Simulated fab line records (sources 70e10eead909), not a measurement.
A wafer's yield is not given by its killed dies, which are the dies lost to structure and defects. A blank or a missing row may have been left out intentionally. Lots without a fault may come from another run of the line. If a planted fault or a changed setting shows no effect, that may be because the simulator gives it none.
Which tool did it? ; flow nand_harc ; 12 lots with 36 wafers sampled at 5 steps, on a route of 1302 steps

## WHAT THE GAUGES SHOWED, per wafer
NHARC_P_STI_INSPECT_11. Usual: raw_defect_count 5.6, standard deviation 2.7.
lot;measured;on;raw_defect_count;flag
L790;day 2 19:35;defect_inspect-02;6 14 7;
L791;day 3 05:42;defect_inspect-02;5 5 2;
L792;day 3 17:28;defect_inspect-01;8 6 13;
L793;day 4 01:10;defect_inspect-01;1 11 6;
L794;day 4 14:20;defect_inspect-02;7 7 10;
L796;day 5 11:04;defect_inspect-02;6 5 2;
L798;day 6 02:36;defect_inspect-02;9 8 6;
L801;day 7 11:32;defect_inspect-01;2 7 8;
L802;day 7 19:07;defect_inspect-02;4 8 6;
L804;day 8 14:56;defect_inspect-02;8 9 7;
L807;day 9 20:47;defect_inspect-01;353 348 355;OFF
L808;day 10 09:00;defect_inspect-02;314 338 350;OFF

NHARC_END_SORT_01. Usual: killed_at_array 46, standard deviation 15; killed_at_other 1.0, standard deviation 1.3; killed_at_periphery 4, standard deviation 3; killed_dies 51, standard deviation 15; killed_open 3.2, standard deviation 1.8; killed_short 2.5, standard deviation 1.5.
lot;measured;on;killed_at_array;killed_at_other;killed_at_periphery;killed_dies;killed_open;killed_short;flag
L807;day 31 19:50;prober-01;68 68 52;0 3 1;242 235 250;310 306 303;1 5 3;4 2 2;OFF
L808;day 32 04:22;prober-01;39 46 29;4 4 2;230 251 257;273 301 288;3 1 4;3 0 3;OFF

## WHAT TOOL EACH LOT RAN ON (gives the tool, then ch and the chambers of the sampled wafers, and finally the start)
lot;NHARC_P_ZERO_WELL_ETCH_65;NHARC_P_STI_OXIDE_29;NHARC_P_GATE_ETCH_104
L790;rie_diel-02 ch 1,2,3, day 1 21:31;furnace-05 ch 0, day 2 08:12;rie_diel-08 ch 0,1,3, day 4 23:05
L791;rie_diel-13 ch 0,1, day 2 07:30;furnace-07 ch 0, day 2 18:21;rie_diel-10 ch 0,1,2, day 5 06:31
L792;rie_diel-13 ch 2,3, day 2 17:22;furnace-07 ch 0, day 3 04:34;rie_diel-10 ch 0,1,2, day 5 22:58
L793;rie_diel-13 ch 0,1,3, day 3 03:22;furnace-08 ch 0, day 3 13:59;rie_diel-08 ch 1,2,3, day 6 05:01
L794;rie_diel-02 ch 1,2, day 3 13:30;furnace-07 ch 0, day 4 01:18;rie_diel-07 ch 0,1, day 7 03:55
L796;rie_diel-04 ch 0,1,2, day 4 09:29;furnace-08 ch 0, day 4 23:44;rie_diel-07 ch 2,3, day 7 21:53
L798;rie_diel-02 ch 1,3, day 5 05:35;furnace-07 ch 0, day 5 15:13;rie_diel-08 ch 0,3, day 8 09:14
L801;rie_diel-13 ch 0,2,3, day 6 11:29;furnace-08 ch 0, day 7 00:09;rie_diel-08 ch 0,1,2, day 9 17:47
L802;rie_diel-13 ch 0,1,3, day 6 21:30;furnace-08 ch 0, day 7 07:43;rie_diel-08 ch 0,1,2, day 9 17:35
L804;rie_diel-13 ch 0,1,2, day 7 17:23;furnace-08 ch 0, day 8 03:34;rie_diel-08 ch 0,1, day 11 01:12
L807;rie_diel-13 ch 0,2,3, day 8 23:29;furnace-08 ch 0, day 9 09:23;rie_diel-08 ch 0,2,3, day 12 03:24
L808;rie_diel-04 ch 1,2,3, day 9 09:34;furnace-08 ch 0, day 9 21:38;rie_diel-07 ch 0,2,3, day 12 19:47
- NHARC_P_ZERO_WELL_ETCH_65: etches the open film in N2/H2, target depth 80 nm, overetch 24 nm, time 87.88 s.
- NHARC_P_STI_OXIDE_29: material SiO2, target thk 10 nm, ox time 1362 s.
- NHARC_P_GATE_ETCH_104: etches the open film in CF4/CHF3, target depth 60 nm.

## WHAT THE TOOLS THEMSELVES READ (means of the sampled wafers that have a number; where no wafer has one, the mark that the record gives instead)
NHARC_P_ZERO_WELL_ETCH_65. Usual: drypump_motor_current_A 5.6 A, standard deviation 0.44; oes_product_au 1.001 a.u., standard deviation 0.015; rf_vpp_V 430.7 V, standard deviation 2.9; showerhead_plenum_p_Torr 2.05 Torr, standard deviation 0.099; throttle_valve_pct 14.171 %, standard deviation 0.0094.
lot;tool;drypump_motor_current_A (A);oes_product_au (a.u.);rf_vpp_V (V);showerhead_plenum_p_Torr (Torr);throttle_valve_pct (%);flag
L790;rie_diel-02;5.4;0.999;430.3;2.01;14.164;
L791;rie_diel-13;5.7;0.994;431.3;2.06;14.169;
L792;rie_diel-13;5.5;1.009;431.8;2.10;14.162;
L793;rie_diel-13;5.6;1.010;431.1;2.05;14.166;
L794;rie_diel-02;5.4;0.976;429.1;2.00;14.174;
L796;rie_diel-04;5.4;1.008;430.8;2.06;14.185;
L798;rie_diel-02;5.3;0.999;430.6;2.01;14.169;
L801;rie_diel-13;5.6;1.016;432.2;2.10;14.182;
L802;rie_diel-13;5.6;1.013;430.5;2.04;14.184;
L804;rie_diel-13;5.9;1.009;429.8;2.02;14.172;
L807;rie_diel-13;5.6;1.008;431.6;2.09;14.165;
L808;rie_diel-04;5.4;0.989;431.4;2.07;14.172;

NHARC_P_STI_OXIDE_29. Usual: spike_tc_lower_C 900.7 C, standard deviation 1.2; zone_power_bottom_pct 26.4 %, standard deviation 0.35.
lot;tool;spike_tc_lower_C (C);zone_power_bottom_pct (%);flag
L790;furnace-05;901.4;26.2;
L791;furnace-07;901.5;26.6;
L792;furnace-07;901.3;26.7;
L793;furnace-08;900.1;26.4;
L794;furnace-07;901.9;26.7;
L796;furnace-08;899.5;26.4;
L798;furnace-07;902.2;27.0;
L801;furnace-08;899.3;26.4;
L802;furnace-08;900.1;26.4;
L804;furnace-08;899.9;26.4;
L807;furnace-08;900.8;26.2;
L808;furnace-08;899.9;26.2;

NHARC_P_GATE_ETCH_104. Usual: drypump_motor_current_A 5.8 A, standard deviation 0.34; oes_product_au 0.953 a.u., standard deviation 0.024; rf_vpp_V 369.1 V, standard deviation 2.1; showerhead_plenum_p_Torr 1.53 Torr, standard deviation 0.053; throttle_valve_pct 16.804 %, standard deviation 0.0086.
lot;tool;drypump_motor_current_A (A);oes_product_au (a.u.);rf_vpp_V (V);showerhead_plenum_p_Torr (Torr);throttle_valve_pct (%);flag
L790;rie_diel-08;5.6;0.983;368.8;1.52;16.806;
L791;rie_diel-10;6.1;0.942;367.5;1.50;16.807;
L792;rie_diel-10;6.1;0.923;367.7;1.50;16.803;
L793;rie_diel-08;5.5;0.978;370.2;1.52;16.807;
L794;rie_diel-07;6.1;0.977;370.5;1.58;16.795;
L796;rie_diel-07;5.5;0.965;371.2;1.58;16.806;
L798;rie_diel-08;5.5;0.928;368.3;1.48;16.810;
L801;rie_diel-08;5.7;0.953;370.1;1.53;16.801;
L802;rie_diel-08;5.7;0.964;369.3;1.53;16.808;
L804;rie_diel-08;5.6;0.979;370.5;1.56;16.812;
L807;rie_diel-08;5.6;0.919;367.2;1.48;16.810;
L808;rie_diel-07;5.7;0.920;371.5;1.59;16.808;

## THE ANSWER, worked out from the rows above alone
Rule: take the mean of a lot's wafers that have a number; if it is more than 3 standard deviations from the usual mean, the lot is off. A lot without any number at a reading at which 4 lots or more have one is off too. The other lots that the step has rows for count as sound. First the gauges in route order, then the tools' own readings, where a lot's mean is used as printed above. At the first step where some lot is off, the reading lying furthest off is the one used; lots without a number count as furthest.
Off, at NHARC_P_STI_INSPECT_11 on raw_defect_count: L807, L808.
A tool fits if, at a process step before that reading, it ran every lot that is off, and no sound lot after the first of them. Not tried: the gauges at NHARC_P_STI_INSPECT_11; whatever is off there is also off at NHARC_END_SORT_01, on other tools, and gauge error can't account for it. One candidate fits, namely furnace-08 at NHARC_P_STI_OXIDE_29. A fault onset in the window from L804 (day 8 03:34, its last sound lot) to L807 (day 9 09:23, its first lot off) fits.

## WHAT THE SIMULATOR HAD INSERTED
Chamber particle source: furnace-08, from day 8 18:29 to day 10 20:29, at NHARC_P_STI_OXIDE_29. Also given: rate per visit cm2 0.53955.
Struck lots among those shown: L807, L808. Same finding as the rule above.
